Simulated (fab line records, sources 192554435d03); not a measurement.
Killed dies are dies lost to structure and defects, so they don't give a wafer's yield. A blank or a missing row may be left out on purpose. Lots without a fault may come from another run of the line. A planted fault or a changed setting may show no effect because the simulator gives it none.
fab line records | flow n5_finfet
record lots=4 wafers=12 last_day=19
route steps=1938 shown BEOL_M10@1480 PASSIVATION@1936
lots that met no fault: from a run of the same line without faults
start_h: hours from the record's first day to the start of the lot's first wafer shown | wait_h: hours since the lot's step before | " the same as in the row above | L1.1+2: a row that stands for several wafers | - no value, or no start given | * or withheld: withheld | < > ~ a bound
route shown NAME@n: a module of which the file shows steps, and the number in the route of the first | usual: mean/standard deviation of fault-free wafers | same: alike in all rows | chamber/n: place in a boat | sites: the reading at each site | _std_site: their standard deviation | _edge_site: outer sites' mean less inner sites' | radius_mm: how far each site lies from the wafer's centre | mask NAME#n: copy n | behind: the tool/chamber that last shaped the wafer | hold: why the lot was held/for how many hours/how that ended | device: the transistor (n, p or np) that didn't switch | end of line: the same wafers' tests at the end of the route | a step without rows: its recipe alone | killed: dies lost to structure and defects at the first sort, not the wafer's yield | map: a wafer's dies, x killed, . not, _ none there
set.NAME: the setting as run; set.NAME@STEP: as run at that earlier step | model.NAME: the simulator's own value behind a step, which no gauge read
lots at some steps of the route; a table a step, a row a wafer
services: from which hour (start_h, from the record's first day; less than 0 if before it) a tool's chamber was out of use, for how many hours, and why
## steps
# step N5_BEOL_M10_EXPOSE_08
# recipe mask_id=M10 na=1.35 source_shape=dipole sigma_inner=0.411 sigma_outer=0.611 polarization=te dose_mj=53.75
# step N5_BEOL_M10_PEB_09
# recipe peb_temp_c=withheld peb_time_s=60 resist=CAR-ArF
# step N5_BEOL_M10_DEVELOP_10
# recipe develop_time_s=30 developer=TMAH resist=CAR-ArF rinse_liquid=diw dry=air_spin dev_temp_c=23
# step N5_BEOL_M10_DESCUM_16
# recipe chemistry=O2 time_s=7.9 source_power_w=50 bias_power_w=20 pressure_mtorr=20 rf_frequency_hz=2.712e+07 temp_c=40 resist=CAR-ArF o2_flow_sccm=225
# step N5_BEOL_M10_ETCH_61
# recipe chemistry=CF4 target=SiARC target_depth_a=390 mask_material=CAR-ArF time_s=65 ion_energy_ev=80 pressure_mtorr=40 source_w=545 bias_w=36 Ar_flow_sccm=100 cf4_flow_sccm=100 ends=cleared
# step N5_BEOL_M10_ETCH_62
# recipe chemistry=N2/H2 target=SOC target_depth_a=1100 overetch_a=220 mask_material=SiARC temp_c=40 time_s=165 ion_energy_ev=200 pressure_mtorr=30 source_w=840 bias_w=150 n2_flow_sccm=200 h2_flow_sccm=200
# step N5_BEOL_M10_STRIP_68
# recipe chemistry=N2/H2 temp_c=40 n2_flow_sccm=200 h2_flow_sccm=200 rf_frequency_hz=6e+07
# step N5_BEOL_M10_STRIP_67
# recipe chemistry=CF4 resist=SiARC power_w=300 bias_power_w=75 pressure_mtorr=50 cf4_flow_sccm=150 rf_frequency_hz=6e+07
# step N5_BEOL_M10_HM_OPEN_17
# recipe chemistry=Cl2/BCl3 target_depth_a=200 overetch_a=60 target=TiN mask_material=SOC ion_energy_ev=150 pressure_mtorr=10 icp_w=1000 bias_w=126 Cl2_flow_sccm=53.25 bcl3_flow_sccm=21.75 Ar_flow_sccm=25
# step N5_BEOL_M10_STRIP_19
# recipe chemistry=O2 power_w=400 temp_c=40 pressure_mtorr=30 rf_frequency_hz=6e+07 bias_power_w=0 overash_fraction=0.2 o2_flow_sccm=225
# usual drypump_motor_current_A=5.9/0.53 o2_flow_sccm=224.9/0.69 oes_product_au=0.78/0.072 rf_vpp_V=3.7/0.6 showerhead_plenum_p_Torr=2.14/0.058 throttle_valve_pct=16.66/0.2
# columns lot.wafer tool chamber start_h wait_h drypump_motor_current_A o2_flow_sccm oes_product_au rf_hours_counter_h rf_vpp_V showerhead_plenum_p_Torr throttle_valve_pct
L840.1 rie_diel-05 2 311.88 0.1 5.9 224.7 0.90 14 4.1 2.15 16.24
L840.3 " 1 " " 4.9 225.9 0.82 93 3.3 2.04 16.59
L840.5 " 1 " " 4.9 225.4 0.82 - 3.7 2.04 16.59
L842.2 rie_diel-05 1 312.95 0.2 4.9 223.3 0.82 93 4.7 2.04 16.59
L842.5 " 3 " " 6.4 226.3 0.69 - 3.5 2.15 16.95
L842.6 " 2 " " 6.0 225.1 0.91 - 3.2 2.15 16.23
L841.2 rie_diel-02 1 324.14 0.1 5.0 225.0 0.82 85 3.8 2.04 16.62
L841.3 " 2 " " 6.1 224.3 0.86 39 3.6 2.22 16.61
L841.6 " 1 " " 5.0 224.5 0.82 - 3.3 2.04 16.62
L853.1 rie_diel-05 2 394.72 0.1 5.9 224.7 0.84 45 3.8 2.14 16.29
L853.4 " 3 " " 6.4 224.9 0.96 5 4.1 2.15 16.54
L853.6 " 2 " " 5.9 224.6 0.85 - 3.5 2.14 16.29
# step N5_BEOL_M10_COAT_63
# recipe resist=SOC temp_c=250 time_s=60 spin_rpm=1500 resist_thk_nm=100
# step N5_BEOL_M10_COAT_64
# recipe resist=SiARC temp_c=220 time_s=60 spin_rpm=1500 resist_thk_nm=30
# step N5_BEOL_M10_COAT_22
# recipe resist=CAR-ArF spin_rpm=1500 resist_thk_nm=90
# step N5_BEOL_M10_EBR_24
# recipe solvent=PGMEA ebr_width_mm=1.5
# step N5_BEOL_M10_SOFTBAKE_23
# recipe temp_c=110 time_s=60 resist=CAR-ArF
# step N5_BEOL_M10_EXPOSE_25
# recipe mask_id=V9 na=1.35 source_shape=annular sigma_inner=0.5 sigma_outer=0.8 polarization=unpolarized dose_mj=85.5
# step N5_BEOL_M10_PEB_26
# recipe peb_temp_c=withheld peb_time_s=60 resist=CAR-ArF
# step N5_BEOL_M10_DEVELOP_27
# recipe develop_time_s=30 developer=TMAH resist=CAR-ArF rinse_liquid=diw dry=air_spin dev_temp_c=23
# step N5_BEOL_M10_INSPECT_30
# recipe mode=adi inspect_instrument=brightfield
# usual raw_defect_count=417/97
# columns lot.wafer tool chamber start_h wait_h raw_defect_count
L840.1 defect_inspect-01 - 312.41 0.0 858
L840.3 " - " " 685
L840.5 " - " " 518
L842.2 defect_inspect-02 - 315.93 0.0 394
L842.5 " - " " 470
L842.6 " - " " 910
L841.2 defect_inspect-01 - 324.55 0.0 379
L841.3 " - " " 367
L841.6 " - " " 389
L853.1 defect_inspect-02 - 398.87 0.0 460
L853.4 " - " " 424
L853.6 " - " " 405
# step N5_BEOL_M10_DESCUM_33
# recipe chemistry=O2 time_s=7.9 source_power_w=50 bias_power_w=20 pressure_mtorr=20 rf_frequency_hz=2.712e+07 temp_c=40 resist=CAR-ArF o2_flow_sccm=225
# step N5_PASSIVATION_PROBE_49
# usual defect_limited_yield=91.5/1.3 killed_at_M0_to_M3=33/10 killed_at_M4_up=13/4 killed_at_contacts=12/6.3 killed_at_front_end=39/11 killed_at_other=3.4/2.6 killed_dies=100/15 killed_open=65/11 killed_short=34/7.8 sort_bin_5_function=5.0/0.89 sort_bin_6_memory=3.2/0.58 sort_n_pass=1080/15 sort_yield_pct=91.5/1.3
# same gross_dies=1180 killed_at_back_side=0 sort_bin_4_leakage[%]=0 sort_bin_8_speed[%]=0
# columns lot.wafer tool chamber start_h wait_h defect_limited_yield[%] killed_at_M0_to_M3 killed_at_M4_up killed_at_contacts killed_at_front_end killed_at_other killed_dies killed_open killed_short sort_bin_5_function[%] sort_bin_6_memory[%] sort_n_pass sort_yield_pct[%]
L842.6 prober-01 - 363.69 0.3 83.9 37 104 2 45 2 190 53 41 10.2 4.6 990 83.9
L840.1 prober-01 - 369.37 0.0 82.1 55 111 8 36 1 211 79 37 11.9 5.2 969 82.1
# killed by level:class
L842.6 BEOL_M10:unspecified=96 GATE_CUT:geometric_particle:short=10 BEOL_M3:geometric_particle:open=10 BEOL_M0_SAQP:geometric_particle:open=9 BEOL_M0_SAQP:geometric_particle:short=9 FIN_SAQP:geometric_particle:short=7 FIN_SAQP:geometric_particle:open=5 ILD0:geometric_particle:short=4
L840.1 BEOL_M10:unspecified=93 BEOL_M0_SAQP:geometric_particle:short=16 BEOL_M0_SAQP:geometric_particle:open=12 FIN_SAQP:geometric_particle:open=10 BEOL_M2:geometric_particle:open=8 BEOL_M4:geometric_particle:open=8 FIN_SAQP:geometric_particle:short=7 MOL_CONTACT_COAG:geometric_particle:open=7
# map L840.1 (x killed, . not)
_________________x...........________________
______________.........x......x._____________
___________.........x..............__________
__________...............x..x......._________
________....x..........xxx............_______
_______.......x.........x.xxx..........______
______.....x.....x....xxxxxxxxx......x.x_____
_____x...x..x...x....x.xxxxxxxxx.........____
____....x..xx...x.....xxxxxxxxx.x.........___
___...............x..xxxxxxxxxxxx..........__
___.x...........x.xx...xxxxxxxxxxx.....x...__
__.........x.....xx.x..xxxxxxxxxx.......x..._
__...................xxxxxxxxxxx..x........._
_x..........x.....xx...xxxxxx..x....x.....x..
_..x..................x..x.x.......x.........
_...x.......x.x..........x...x.........x.....
_.x.x..........x....x............x...........
_.........x..............x.............x...x.
_.....................x...................x..
_...........x.....x.....x......x.........x...
_....................x.x.x..............x..x.
__..x...xx.x.....x.......................x.._
__...x........x....x...x......x.......x....._
___....x...............x.........x.........__
___..............x..x.x........x...........__
____.......x...x..x.x..xx.............x...___
_____x..x.x........x..................x..____
______xx..................xxx..........x_____
_______......x.x................x......______
________..................x....x......_______
__________......x...x...xx........x._________
___________...............x........__________
______________.....x.....xx...x._____________
_________________..x.....x...________________
# map L842.6 (x killed, . not)
_________________..x.........________________
______________...x.............._____________
___________..............xx........__________
__________....x..........x.........._________
________........x....xx.....xx..x..x.._______
_______x......x........x.x.xx..x...x...______
______............xx...xxxxx..x.xx...x.._____
_____.................xxxxxxxxxx.x......x____
____.x...........x...xxxxxxxxxx.x..x......___
___...........x...x..xxxxxxxxxxxx..x.......__
___...................xxxxxxxxxx.x.......x.__
__.x.x.........x.....xxxxxxxxxxxx..x........_
__......................xxxxxxxx..........x._
_.....................x..x.x.xx....x...x.....
_...........x..........x.x....xx.............
_......................x.x.x..x..........x.x.
_.x.............x....x..x.........x..x.......
_.....................x...........x.x........
_......................x.......x.............
_x.......xx.......x....xx...........x.xx.....
_...x....x.x.x....x.............x...x........
__................x........................._
__...................x..x......x............_
___.....................x..................__
___.....x...x..............................__
____.x.........xx....x.....x.......x...x..___
_____.x..........................x..x...x____
______......x................x.x........_____
_______.....x....................x.....______
________...............x.............._______
__________x.......x......x.........._________
___________.x.x........x..x...xx.x.__________
______________.................._____________
_________________....x.......________________
## services
# columns tool chamber start_h hours kind
rie_diel-05 - 322.76 14.6 pm
rie_diel-05 0 341.64 21.4 repair
rie_diel-05 3 363.02 - clean
rie_diel-05 3 363.02 - consumable_replace:focus_ring
rie_diel-05 3 363.02 17.6 scheduled_down
rie_diel-05 3 363.02 17.6 vent_cycle
rie_diel-05 1 364.89 25.3 repair
rie_diel-02 0 377.03 1.3 repair
rie_diel-02 0 378.56 - clean
rie_diel-02 0 378.56 - consumable_replace:focus_ring
rie_diel-02 0 378.56 19.5 scheduled_down
rie_diel-02 0 378.56 19.5 vent_cycle
## key
first_sign step=N5_BEOL_M10_INSPECT_30 reading=raw_defect_count direction=up sigmas=4.8 usual=417 struck=884
effect step=N5_PASSIVATION_PROBE_49 reading=killed_at_M4_up direction=up sigmas=24 usual=13 struck=108
more_kills_born_at N5_BEOL_M10_STRIP_19@rie_diel-05=189
met_at N5_BEOL_M10_STRIP_19
struck_wafers L840.1,L842.6
fault kind=chamber_particle_source tool=rie_diel-05 chamber=2 onset_h=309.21 steps=N5_BEOL_M10_STRIP_19 rate_per_visit_cm2=0.3985 end_h=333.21
